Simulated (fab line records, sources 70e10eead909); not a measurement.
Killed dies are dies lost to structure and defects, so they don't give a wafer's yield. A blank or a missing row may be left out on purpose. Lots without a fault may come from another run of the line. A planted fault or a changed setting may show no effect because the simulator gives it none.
Chamber matching | flow nand_harc | NHARC_A_SGD_CUT_DESCUM_14 on rie_diel-09: 4 sister chambers
The step chemistry O2, time 3 s. 14 wafers are shown with their chamber, then 7 later ones without.

WAFERS WITH THEIR CHAMBER
wafer  | chamber | drypump_motor_current_A (A) | oes_product_au (a.u.) | rf_vpp_V (V)
L076.2 | 0       | 6.4                         | 0.998                 | 58.1
L076.4 | 1       | 4.9                         | 0.992                 | 58.2
L076.6 | 1       | 4.9                         | 0.999                 | 56.9
L079.1 | 1       | 4.9                         | 0.991                 | 58.1
L079.2 | 2       | 5.5                         | 1.012                 | 58.7
L079.6 | 0       | 6.4                         | 1.007                 | 57.0
L086.1 | 2       | 5.4                         | 1.007                 | 57.1
L086.2 | 0       | 6.3                         | 1.000                 | 56.1
L086.4 | 3       | 5.9                         | 1.004                 | 58.4
L091.1 | 2       | 5.4                         | 1.019                 | 58.3
L091.4 | 3       | 6.0                         | 0.994                 | 58.3
L091.5 | 1       | 5.0                         | 1.001                 | 58.7
L093.1 | 3       | 6.0                         | 1.005                 | 58.8
L093.3 | 2       | 5.4                         | 1.002                 | 55.9

SIGNATURES (means of the wafers above)
reading                 | chamber 0 | chamber 1 | chamber 2 | chamber 3 | scatter within a chamber
drypump_motor_current_A | 6.367     | 4.925     | 5.425     | 5.967     | 0.0532
oes_product_au          | 1.00167   | 0.99575   | 1.01000   | 1.00100   | 0.00593
rf_vpp_V                | 57.067    | 57.975    | 57.500    | 58.500    | 0.932
Rule: a wafer's distance from a chamber is the root of the sum, over the readings, of the square of ((its reading less the chamber's mean) divided by the reading's scatter). The wafer belongs to the nearest chamber; if the next one is less than 2 further off, it can't be placed. The scatter: the root of (the sum of the squares of (reading less its chamber's mean) over the shown wafers, divided by (wafers less chambers)).

WAFERS WITHOUT THEIR CHAMBER
wafer  | drypump_motor_current_A (A) | oes_product_au (a.u.) | rf_vpp_V (V)
L093.4 | 6.3                         | 1.002                 | 57.6
L095.2 | 6.0                         | 1.008                 | 57.2
L095.4 | 6.4                         | 0.992                 | 56.7
L095.6 | 4.9                         | 1.008                 | 58.0
L096.1 | 6.0                         | 0.990                 | 58.0
L096.2 | 6.3                         | 0.998                 | 56.9
L096.3 | 4.9                         | 0.995                 | 58.3

WHICH CHAMBER EACH WENT THROUGH
wafer  | from the rows above | in truth
L093.4 | 0                   | 0
L095.2 | 3                   | 3
L095.4 | 0                   | 0
L095.6 | 1                   | 1
L096.1 | 3                   | 3
L096.2 | 0                   | 0
L096.3 | 1                   | 1
Placed correctly: 7 of 7. Can't be placed from these rows: 0. Placed wrongly: 0.
